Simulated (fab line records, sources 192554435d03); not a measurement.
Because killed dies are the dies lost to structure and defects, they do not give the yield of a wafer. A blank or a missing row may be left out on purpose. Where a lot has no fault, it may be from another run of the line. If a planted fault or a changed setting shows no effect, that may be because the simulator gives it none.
fab line records | flow n5_finfet | part 2 of 2: steps 23 to 31 of 31
record: lots: 5 wafers: 15 last_day: 18
route steps=1938 shown BEOL_M7@1309 BEOL_M8@1332
lots untouched by any fault: they come from a run of this same line in which no faults occurred
start_h: start of the lot's first displayed wafer, in hours after the record's first day | wait_h: hours since the lot's step before | " the same as in the row above | L1.1+2: a row that stands for several wafers | - value missing, or start not given | * or withheld: withheld | < > ~ a bound
route shown NAME@n: a module of which the file shows steps, and the number in the route of the first | usual: mean/standard deviation of fault-free wafers | same: alike in all rows | chamber/n: place in a boat | sites: readings site by site | _std_site: their standard deviation | _edge_site: inner sites' mean taken away from outer sites' mean | radius_mm: how far each site lies from the wafer's centre | mask NAME#n: copy n | behind: the tool/chamber that last shaped the wafer | hold: reason for holding the lot/hours on hold/outcome of the hold | device: the transistor (n, p or np) that didn't switch | end of line: the same wafers' tests at the end of the route | a step given without rows: its recipe and nothing more | killed: dies lost to structure and defects at the first sort, not the wafer's yield | map: dies across one wafer; x = killed, . = not, _ = none there
set.NAME: the setting that was run; set.NAME@STEP: the one run at that earlier step | model.NAME: the simulator's own value behind a step, which no gauge read
certain route steps with their lots: each step a table, each wafer a row
services: the hour from which a tool's chamber was out of use, counted from the record's first day as start_h (under 0 if before that day), plus the number of hours and why
== steps ==
step: N5_BEOL_M7_INSPECT_58
recipe: inspect_instrument: darkfield mode: post_dep
usual: raw_defect_count: 75/23
columns lot.wafer tool chamber start_h wait_h raw_defect_count
L076.3 defect_inspect-02 - 203.87 0.0 78
L076.4 " - " " 69
L076.6 " - " " 66
L081.3 defect_inspect-01 - 240.02 0.0 60
L081.4 " - " " 65
L081.5 " - " " 58
L086.1 defect_inspect-02 - 270.66 0.0 88
L086.4 " - " " 110
L086.5 " - " " 96
L089.1 defect_inspect-02 - 292.52 0.0 53
L089.4 " - " " 75
L089.5 " - " " 85
L097.1 defect_inspect-02 - 349.94 0.0 68
L097.3 " - " " 68
L097.6 " - " " 63
step: N5_BEOL_M8_ILD_DEP_00
recipe: material: SiCOH_lowk target_thk_a: 1797.5 temp_c: 300 precursor: DEMS/porogen pressure_torr: 5 rf_w: 500 time_s: 33.4
usual: chamber_pressure_Torr: 5.001/0.0097 heater_power_w: 286/58 showerhead_plenum_p_Torr: 5.730/0.013 throttle_valve_pct: 14.0/1
columns lot.wafer tool chamber start_h wait_h chamber_pressure_Torr heater_power_w showerhead_plenum_p_Torr throttle_valve_pct
L076.3 pecvd-03 0 203.93 0.1 5.014 273 5.736 15.1
L076.4 " 1 " " 5.012 317 5.729 14.9
L076.6 " 1 " " 4.998 245 5.739 15.2
L081.3 pecvd-02 2 240.05 0.0 4.996 389 5.739 13.8
L081.4 " 0 " " 4.997 346 5.742 13.8
L081.5 " 2 " " 4.994 405 5.729 13.6
L086.1 pecvd-03 0 270.69 0.0 5.001 278 5.712 15.3
L086.4 " 2 " " 4.986 228 5.710 12.0
L086.5 " 1 " " 4.992 268 5.725 14.8
L089.1 pecvd-02 1 292.56 0.0 4.998 271 5.735 14.0
L089.4 " 1 " " 4.997 274 5.741 14.2
L089.5 " 0 " " 4.998 342 5.732 13.7
L097.1 pecvd-03 0 349.98 0.0 5.002 327 5.720 15.7
L097.3 " 1 " " 5.031 249 5.734 15.1
L097.6 " 0 " " 5.003 336 5.738 15.3
step: N5_BEOL_M8_CURE_74
recipe: temp_c: 385 time_s: 240 ambient: He/Ar material: SiCOH_lowk
usual: lamp_power_pct: 52.31/0.051 wafer_temp_C_max: 386.9/0.61
columns lot.wafer tool chamber start_h wait_h lamp_power_pct wafer_temp_C_max
L076.3 uv_cure-03 2 204.15 0.2 52.25 386.6
L076.4 " 2 " " 52.35 386.5
L076.6 " 2 " " 52.28 386.8
L081.3 uv_cure-02 2 240.64 0.6 52.35 386.2
L081.4 " 2 " " 52.22 386.3
L081.5 " 2 " " 52.26 386.0
L086.1 uv_cure-01 2 270.76 0.0 52.30 386.7
L086.4 " 2 " " 52.34 387.8
L086.5 " 2 " " 52.32 387.8
L089.1 uv_cure-02 0 292.62 0.0 52.27 386.6
L089.4 " 0 " " 52.28 386.5
L089.5 " 0 " " 52.20 386.6
L097.1 uv_cure-02 1 350.05 0.0 52.19 387.9
L097.3 " 1 " " 52.24 387.9
L097.6 " 1 " " 52.29 387.9
step: N5_BEOL_M8_THK_MEAS_01
recipe: reads: SiCOH_lowk_of_BEOL_M8_ILD_DEP_00
usual: M8_ILD_THK: 155.0/1.9
columns lot.wafer tool chamber start_h wait_h M8_ILD_THK[nm]
L076.3 film_metro-02 - 204.51 0.3 157.1
L076.4 " - " " 154.9
L076.6 " - " " 157.1
L081.3 film_metro-02 - 241.00 0.3 152.5
L081.4 " - " " 157.0
L081.5 " - " " 156.9
L086.1 film_metro-01 - 271.27 0.4 151.4
L086.4 " - " " 154.1
L086.5 " - " " 154.4
L089.1 film_metro-02 - 293.62 0.8 156.8
L089.4 " - " " 159.1
L089.5 " - " " 157.5
L097.1 film_metro-01 - 350.56 0.4 153.1
L097.3 " - " " 154.2
L097.6 " - " " 155.6
step: N5_BEOL_M8_PECVD_70
recipe: material: SiO2 target_thk_a: 200 temp_c: 400 precursor: TEOS/O2 pressure_torr: 5.5 rf_w: 450 teos_flow_sccm: 53.8 gas: O2 flow_sccm: 3000 time_s: 22.7
usual: chamber_pressure_Torr: 5.500/0.011 heater_power_w: 701/110 showerhead_plenum_p_Torr: 8.74/0.048 throttle_valve_pct: 22.6/1.5
columns lot.wafer tool chamber start_h wait_h chamber_pressure_Torr heater_power_w showerhead_plenum_p_Torr throttle_valve_pct
L076.3 pecvd-02 0 204.54 0.0 5.531 805 8.78 22.7
L076.4 " 1 " " 5.503 614 8.77 22.6
L076.6 " 0 " " 5.503 837 8.78 22.7
L081.3 pecvd-02 1 241.03 0.0 5.497 663 8.76 22.9
L081.4 " 0 " " 5.511 800 8.77 22.7
L081.5 " 2 " " 5.497 879 8.79 22.3
L086.1 pecvd-02 0 271.31 0.0 5.515 802 8.79 22.6
L086.4 " 2 " " 5.527 937 8.79 22.2
L086.5 " 0 " " 5.494 808 8.79 22.7
L089.1 pecvd-02 2 293.65 0.0 5.517 948 8.80 22.1
L089.4 " 1 " " 5.497 655 8.76 22.6
L089.5 " 0 " " 5.494 750 8.77 22.5
L097.1 pecvd-02 1 350.60 0.0 5.479 602 8.75 22.6
L097.3 " 2 " " 5.506 940 8.81 22.5
L097.6 " 2 " " 5.501 933 8.81 22.4
step: N5_BEOL_M8_HM_DEP_02
recipe: material: TiN target_thk_a: 200 temp_c: 25 chamber_pressure_pa: 0.49996
usual: throttle_valve_pct: 30.3/1.3
columns lot.wafer tool chamber start_h wait_h throttle_valve_pct
L076.3 pvd_sputter-02 - 205.48 0.9 33.2
L076.4 " - " " 27.9
L076.6 " - " " 30.2
L081.3 pvd_sputter-02 - 241.32 0.3 29.9
L081.4 " - " " 27.8
L081.5 " - " " 30.1
L086.1 pvd_sputter-02 - 271.70 0.4 30.1
L086.4 " - " " 30.5
L086.5 " - " " 30.4
L089.1 pvd_sputter-02 - 295.85 2.2 28.2
L089.4 " - " " 30.2
L089.5 " - " " 33.0
L097.1 pvd_sputter-03 - 351.04 0.4 29.0
L097.3 " - " " 31.3
L097.6 " - " " 30.3
step: N5_BEOL_M8_COAT_59
recipe: resist: SOC temp_c: 250 time_s: 60 spin_rpm: 1500 resist_thk_nm: 100
usual: spin_speed_rpm: 1500.1/1
columns lot.wafer tool chamber start_h wait_h spin_speed_rpm
L076.3 litho_track-03 0 205.60 0.1 1502.9
L076.4 " 0 " " 1499.5
L076.6 " 0 " " 1501.5
L081.3 litho_track-03 0 241.44 0.1 1497.5
L081.4 " 0 " " 1499.2
L081.5 " 0 " " 1499.5
L086.1 litho_track-01 0 271.83 0.1 1501.3
L086.4 " 0 " " 1499.2
L086.5 " 0 " " 1498.6
L089.1 litho_track-01 0 295.97 0.1 1498.8
L089.4 " 0 " " 1499.2
L089.5 " 0 " " 1498.3
L097.1 litho_track-03 0 351.16 0.1 1501.9
L097.3 " 0 " " 1501.0
L097.6 " 0 " " 1499.5
step: N5_BEOL_M8_COAT_60
recipe: resist: SiARC temp_c: 220 time_s: 60 spin_rpm: 1500 resist_thk_nm: 35
usual: spin_speed_rpm: 1499.9/1
columns lot.wafer tool chamber start_h wait_h spin_speed_rpm
L076.3 litho_track-03 0 - - 1501.0
L076.4 " 0 " " 1500.9
L076.6 " 0 " " 1498.7
L081.3 litho_track-03 0 - - 1499.8
L081.4 " 0 " " 1500.0
L081.5 " 0 " " 1499.6
L086.1 litho_track-01 0 - - 1499.9
L086.4 " 0 " " 1499.4
L086.5 " 0 " " 1498.3
L089.1 litho_track-01 0 - - 1500.0
L089.4 " 0 " " 1501.2
L089.5 " 0 " " 1500.1
L097.1 litho_track-03 0 - - 1499.5
L097.3 " 0 " " 1501.4
L097.6 " 0 " " 1500.3
step: N5_BEOL_M8_COAT_05
recipe: resist: CAR-ArF spin_rpm: 1500 resist_thk_nm: 90
usual: spin_speed_rpm: 1500.0/1.1
columns lot.wafer tool chamber start_h wait_h spin_speed_rpm
L076.3 litho_track-03 0 - - 1499.1
L076.4 " 0 " " 1500.3
L076.6 " 0 " " 1499.0
L081.3 litho_track-03 0 - - 1501.8
L081.4 " 0 " " 1501.7
L081.5 " 0 " " 1501.0
L086.1 litho_track-01 0 - - 1500.6
L086.4 " 0 " " 1497.9
L086.5 " 0 " " 1500.1
L089.1 litho_track-01 0 - - 1501.8
L089.4 " 0 " " 1502.4
L089.5 " 0 " " 1501.9
L097.1 litho_track-03 0 - - 1501.3
L097.3 " 0 " " 1500.4
L097.6 " 0 " " 1500.1
== services ==
columns tool chamber start_h hours kind
ecd_cu-01 - 176.73 4.8 repair
uv_cure-02 - 198.43 7.5 pm
uv_cure-03 - 205.77 1.0 pm
cvd_co-01 - 206.43 0.5 repair
wet_bench-01 - 208.72 2.9 repair
ecd_cu-01 - 213.73 5.5 pm
ald_metal-04 - 228.99 1.1 repair
uv_cure-02 - 229.35 2.1 pm
cmp-01 - 230.12 0.3 repair
uv_cure-03 - 241.28 22.2 pm
pecvd-02 0 253.33 6.3 repair
ald_metal-04 1 272.02 8.0 repair
cmp-01 - 277.20 1.9 repair
cmp-01 - 292.69 1.4 repair
cmp-01 - 298.24 4.0 pm
cvd_co-01 0 308.66 4.1 repair
rie_diel-01 0 311.36 5.4 repair
cmp-01 - 314.04 0.4 repair
pecvd-02 - 316.35 6.0 pm
pvd_sputter-02 - 335.43 2.0 repair
rie_diel-01 - 338.55 0.3 repair
pecvd-02 1 339.08 4.0 repair
uv_cure-02 - 344.87 1.0 pm
cmp-01 - 347.00 11.2 pm
